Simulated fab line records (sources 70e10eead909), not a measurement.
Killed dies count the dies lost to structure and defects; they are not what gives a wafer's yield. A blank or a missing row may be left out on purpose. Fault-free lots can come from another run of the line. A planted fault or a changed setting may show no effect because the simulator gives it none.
The tool behind it: which one?    flow nand-harc    11 lots with 33 wafers sampled at 6 steps, on a route of 1159 steps

WHAT THE GAUGES READ, wafer by wafer
NHARC_A_ONON_D1_THK_MEAS_34: measures by ellipsometry. Usual: thk-nm reads 199.3 nm (standard deviation 2.7).
lot   measured      on             thk-nm (nm)        flag
L525  day 8 03:05   film-metro-01  196.5 198.9 201.3  
L526  day 8 13:20   film-metro-01  195.1 205.2 202.5  
L529  day 9 00:23   film-metro-01  200.1 200.0 202.5  
L532  day 9 17:42   film-metro-01  194.2 196.5 197.4  
L533  day 10 00:31  film-metro-01  195.0 196.5 203.3  
L538  day 11 03:43  film-metro-01  200.4 194.8 202.4  
L542  day 12 11:22  film-metro-02  198.3 195.0 200.3  
L540  day 12 11:39  film-metro-01  202.6 198.8 200.4  
L545  day 12 19:30  film-metro-02  201.7 202.7 200.0  
L547  day 13 09:37  film-metro-02  196.9 198.9 201.8  
L548  day 13 20:25  film-metro-02  200.3 200.9 198.7  

NHARC_A_CHANNEL_HOLE_D1_INSPECT_40. Usual: raw-defect-count reads 63 (standard deviation 19).
lot   measured      on                 raw-defect-count         flag
L525  day 8 13:28   defect-inspect-01  43 48 37                 
L526  day 9 01:07   defect-inspect-01  50 41 45                 
L529  day 9 10:09   defect-inspect-02  30 57 34                 
L532  day 10 03:56  defect-inspect-01  96 99 91                 
L533  day 10 12:11  defect-inspect-02  49 49 38                 
L538  day 11 14:25  defect-inspect-01  48 37 42                 
L542  day 12 21:14  defect-inspect-02  744 748 739 742 743 729  OFF
L540  day 13 01:25  defect-inspect-01  780 753 724 770 764 715  OFF
L545  day 13 09:34  defect-inspect-02  766 793 772 764 809 780  OFF
L547  day 13 23:07  defect-inspect-01  56 55 62                 
L548  day 14 09:36  defect-inspect-01  62 69 63                 

NHARC_END_SORT_01. Usual: killed-at-array 25, standard deviation 9.5; killed-at-other 0.8, standard deviation 1.2; killed-at-periphery 3.4, standard deviation 2.2; killed-dies 29, standard deviation 10; killed-open 3.3, standard deviation 1.8; killed-short 2.1, standard deviation 1.4.
lot   measured      on         killed-at-array  killed-at-other  killed-at-periphery  killed-dies  killed-open  killed-short  flag
L540  day 24 03:52  prober-01  57 69 58         0 0 0            5 7 4                62 76 62     8 6 5        1 3 3         OFF
L545  day 24 23:42  prober-01  81 114 89        0 1 2            2 2 9                83 117 100   0 2 5        2 2 1         OFF

EACH LOT AND THE TOOL THAT RAN IT (in order: tool; ch and the chambers of the sampled wafers; start)
lot   NHARC_A_CHANNEL_HOLE_D1_ETCH_38     NHARC_A_CHANNEL_HOLE_D1_ETCH_19   NHARC_A_CHANNEL_HOLE_D1_ETCH_20
L525  rie-diel-12 ch 0,3, day 8 06:39     har-etch-02 ch 0,1, day 8 07:47   har-etch-02 ch 0,1, day 8 07:58
L526  rie-diel-04 ch 0,1, day 8 18:11     har-etch-02 ch 0,1, day 8 19:17   har-etch-02 ch 0,1, day 8 19:23
L529  rie-diel-08 ch 1,2,3, day 9 03:23   har-etch-02 ch 0,1, day 9 04:28   har-etch-02 ch 0,1, day 9 04:34
L532  rie-diel-08 ch 0,1,3, day 9 21:07   har-etch-01 ch 0,1, day 9 22:12   har-etch-01 ch 0,1, day 9 22:19
L533  rie-diel-08 ch 1,2,3, day 10 04:33  har-etch-02 ch 0,1, day 10 06:20  har-etch-02 ch 0,1, day 10 06:26
L538  rie-diel-12 ch 0,2, day 11 07:28    har-etch-02 ch 0,1, day 11 08:34  har-etch-02 ch 0,1, day 11 08:40
L542  rie-diel-08 ch 0,1, day 12 14:25    har-etch-02 ch 1, day 12 15:31    har-etch-02 ch 1, day 12 15:37
L540  rie-diel-08 ch 2,3, day 12 15:35    har-etch-02 ch 0,1, day 12 19:44  har-etch-02 ch 0,1, day 12 19:55
L545  rie-diel-08 ch 1,2,3, day 13 00:44  har-etch-01 ch 0,1, day 13 03:49  har-etch-01 ch 0,1, day 13 03:56
L547  rie-diel-12 ch 1,2,3, day 13 16:17  har-etch-02 ch 0,1, day 13 17:23  har-etch-02 ch 0,1, day 13 17:31
L548  rie-diel-04 ch 0,1, day 14 01:25    har-etch-02 ch 0,1, day 14 03:56  har-etch-02 ch 0,1, day 14 04:07
- NHARC_A_CHANNEL_HOLE_D1_ETCH_38: etches the open film in CF4, target depth 39 nm, time 65 s.
- NHARC_A_CHANNEL_HOLE_D1_ETCH_19: etches the open film in C4F8/O2/Ar, time 34.5 s.
- NHARC_A_CHANNEL_HOLE_D1_ETCH_20: etches the open film in C4F8/O2/Ar, time 361.9 s, target depth 1600 nm.

AS READ BY THE TOOLS THEMSELVES (means over the sampled wafers that have a number; for cases with no such wafer, the mark the record gives instead)
NHARC_A_CHANNEL_HOLE_D1_ETCH_38. Usual: cf4-flow-sccm 149.9 sccm (standard deviation 0.47); drypump-motor-current-A 5.6 A (standard deviation 0.31); oes-product-au 1.001 a.u. (standard deviation 0.0095); rf-fwd-power-W 297.5 W (standard deviation 1.2); rf-vpp-V 151.5 V (standard deviation 1.2); showerhead-plenum-p-Torr 1.79 Torr (standard deviation 0.07); throttle-valve-pct 13.285 % (standard deviation 0.0093).
lot   tool         cf4-flow-sccm (sccm)  drypump-motor-current-A (A)  oes-product-au (a.u.)  rf-fwd-power-W (W)  rf-vpp-V (V)  showerhead-plenum-p-Torr (Torr)  throttle-valve-pct (%)  flag
L525  rie-diel-12  149.9                 5.7                          1.011                  297.5               150.6         1.71                             13.294                  
L526  rie-diel-04  149.7                 5.3                          1.000                  295.3               151.9         1.84                             13.283                  
L529  rie-diel-08  150.1                 5.6                          0.996                  297.7               151.2         1.79                             13.294                  
L532  rie-diel-08  149.7                 5.7                          0.995                  297.5               151.1         1.85                             13.278                  
L533  rie-diel-08  150.4                 5.6                          0.998                  297.3               151.4         1.78                             13.283                  
L538  rie-diel-12  149.9                 5.7                          0.991                  297.5               150.2         1.74                             13.281                  
L542  rie-diel-08  150.3                 5.6                          1.004                  297.9               152.1         1.86                             13.282                  
L540  rie-diel-08  149.8                 5.5                          1.005                  297.5               151.8         1.76                             13.283                  
L545  rie-diel-08  149.6                 5.6                          1.001                  296.0               151.7         1.78                             13.285                  
L547  rie-diel-12  150.2                 5.4                          0.990                  298.0               151.4         1.80                             13.279                  
L548  rie-diel-04  150.1                 5.6                          0.998                  297.8               151.6         1.81                             13.283                  

NHARC_A_CHANNEL_HOLE_D1_ETCH_19. Usual: drypump-motor-current-A 6.0 A, standard deviation 0.51; rf-fwd-power-W 2454 W, standard deviation 13; showerhead-plenum-p-Torr 3.75 Torr, standard deviation 0.08; throttle-valve-pct 37.038 %, standard deviation 0.0099.
lot   tool         drypump-motor-current-A (A)  rf-fwd-power-W (W)  showerhead-plenum-p-Torr (Torr)  throttle-valve-pct (%)  flag
L525  har-etch-02  6.4                          2456                3.70                             37.034                  
L526  har-etch-02  6.4                          2462                3.69                             37.035                  
L529  har-etch-02  6.4                          2448                3.69                             37.041                  
L532  har-etch-01  5.9                          2460                3.84                             37.036                  
L533  har-etch-02  6.4                          2452                3.68                             37.035                  
L538  har-etch-02  6.3                          2457                3.72                             37.032                  
L542  har-etch-02  6.1                          2454                3.75                             37.040                  
L540  har-etch-02  6.3                          2457                3.71                             37.046                  
L545  har-etch-01  5.5                          2445                3.78                             37.037                  
L547  har-etch-02  6.2                          2463                3.70                             37.034                  
L548  har-etch-02  6.3                          2453                3.70                             37.041                  

NHARC_A_CHANNEL_HOLE_D1_ETCH_20. Usual: drypump-motor-current-A 6.0 A, standard deviation 0.51; showerhead-plenum-p-Torr 3.70 Torr, standard deviation 0.076; throttle-valve-pct 32.154 %, standard deviation 0.0096.
lot   tool         drypump-motor-current-A (A)  showerhead-plenum-p-Torr (Torr)  throttle-valve-pct (%)  flag
L525  har-etch-02  6.4                          3.66                             32.150                  
L526  har-etch-02  6.4                          3.65                             32.161                  
L529  har-etch-02  6.4                          3.65                             32.158                  
L532  har-etch-01  5.8                          3.79                             32.163                  
L533  har-etch-02  6.4                          3.64                             32.160                  
L538  har-etch-02  6.2                          3.67                             32.155                  
L542  har-etch-02  6.2                          3.71                             32.158                  
L540  har-etch-02  6.3                          3.67                             32.143                  
L545  har-etch-01  5.5                          3.74                             32.156                  
L547  har-etch-02  6.2                          3.66                             32.152                  
L548  har-etch-02  6.2                          3.65                             32.156                  

THE ANSWER, worked out from the rows above alone
Rule: a lot is off if the mean of its wafers that have a number lies more than 3 standard deviations from the usual mean. A lot without any number at a reading at which 4 lots or more have one is off too. Any other lot the step has rows for is counted as sound. Order of review: gauges by route order, followed by the tools' own readings, for which a lot's mean as printed above is used. At the first step where some lot is off, the reading lying furthest off is the one used; lots without a number count as furthest.
Off: L542, L540, L545, at NHARC_A_CHANNEL_HOLE_D1_INSPECT_40 (raw-defect-count).
A tool fits if, at a process step before that reading, it ran every lot that is off, and no sound lot after the first of them. Those tools and the gauges at NHARC_A_CHANNEL_HOLE_D1_INSPECT_40 are tried in the same way. One fits: NHARC_A_CHANNEL_HOLE_D1_ETCH_38 on rie-diel-08. A fault onset in the window from L533 (day 10 04:33, its last sound lot) to L542 (day 12 14:25, its first lot off) fits.

WHAT THE SIMULATOR HAD INSERTED
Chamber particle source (rie-diel-08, NHARC_A_CHANNEL_HOLE_D1_ETCH_38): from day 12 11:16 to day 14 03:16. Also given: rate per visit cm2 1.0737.
Shown lots that were struck: L542, L540, L545. This agrees with what the rule above found.
